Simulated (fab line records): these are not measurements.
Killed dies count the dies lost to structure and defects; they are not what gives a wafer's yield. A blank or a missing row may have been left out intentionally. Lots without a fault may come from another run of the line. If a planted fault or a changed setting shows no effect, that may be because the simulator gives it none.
Chamber matching    flow n5_finfet    N5_BEOL_M5_ETCH_67 on rie_diel-04: 4 sister chambers
The step etches SiARC in CF4, target depth 15.6 nm, time 26 s. 20 wafers are shown with their chamber, then 10 later ones without.

== WAFERS PAIRED WITH THEIR CHAMBERS ==
wafer   chamber  drypump_motor_current_A (A)  showerhead_plenum_p_Torr (Torr)  throttle_valve_pct (%)
L074.1  0        5.6                          2.09                             15.64
L074.2  2        5.2                          2.17                             15.43
L074.3  1        5.4                          2.12                             15.93
L075.1  0        5.6                          2.09                             15.65
L075.3  2        5.2                          2.17                             15.44
L075.4  3        4.8                          2.12                             15.24
L077.2  1        5.4                          2.12                             15.94
L077.4  2        5.2                          2.17                             15.46
L077.6  1        5.3                          2.12                             15.94
L079.2  1        5.4                          2.12                             15.94
L079.3  2        5.2                          2.16                             15.46
L079.6  1        5.4                          2.12                             15.95
L080.1  1        5.4                          2.12                             15.95
L080.3  2        5.2                          2.16                             15.47
L080.6  3        4.8                          2.12                             15.27
L083.2  1        5.3                          2.12                             15.96
L083.4  3        4.8                          2.12                             15.27
L083.6  3        4.8                          2.12                             15.24
L085.1  0        5.6                          2.09                             15.67
L085.3  2        5.2                          2.16                             15.48

SIGNATURES (averages over the wafers above)
reading                   chamber 0  chamber 1  chamber 2  chamber 3  scatter within a chamber
drypump_motor_current_A   5.600      5.371      5.200      4.800      0.0299
showerhead_plenum_p_Torr  2.0900     2.1200     2.1650     2.1200     0.00306
throttle_valve_pct        15.6533    15.9443    15.4567    15.2550    0.0151
Rule: for each reading, subtract the chamber's mean from the wafer's reading, divide by that reading's scatter and square the result; add these up over the readings and take the root, which gives the wafer's distance from the chamber. The wafer belongs to the nearest chamber; if the next one is less than 2 further off, it can't be placed. The scatter is the square root of a quotient: the sum, over the shown wafers, of each reading's squared deviation from its chamber's mean, divided by wafers minus chambers.

== WAFERS WITH NO CHAMBER GIVEN ==
wafer   drypump_motor_current_A (A)  showerhead_plenum_p_Torr (Torr)  throttle_valve_pct (%)
L085.5  5.6                          2.09                             15.68
L090.1  5.3                          2.11                             15.99
L090.5  4.8                          2.12                             15.28
L090.6  5.2                          2.16                             15.51
L089.1  5.2                          2.16                             15.49
L089.2  5.6                          2.08                             15.68
L089.6  5.6                          2.08                             15.70
L095.3  4.8                          2.11                             15.29
L095.4  5.4                          2.11                             15.99
L095.6  4.8                          2.11                             15.29

== THE CHAMBER EACH PASSED THROUGH ==
wafer   from the rows above  in truth
L085.5  0                    0
L090.1  1                    1
L090.5  3                    3
L090.6  2                    2
L089.1  2                    2
L089.2  0                    0
L089.6  0                    0
L095.3  3                    3
L095.4  1                    1
L095.6  3                    3
10 of 10 placed correctly. Number that these rows cannot place: 0. Number placed wrongly: 0.
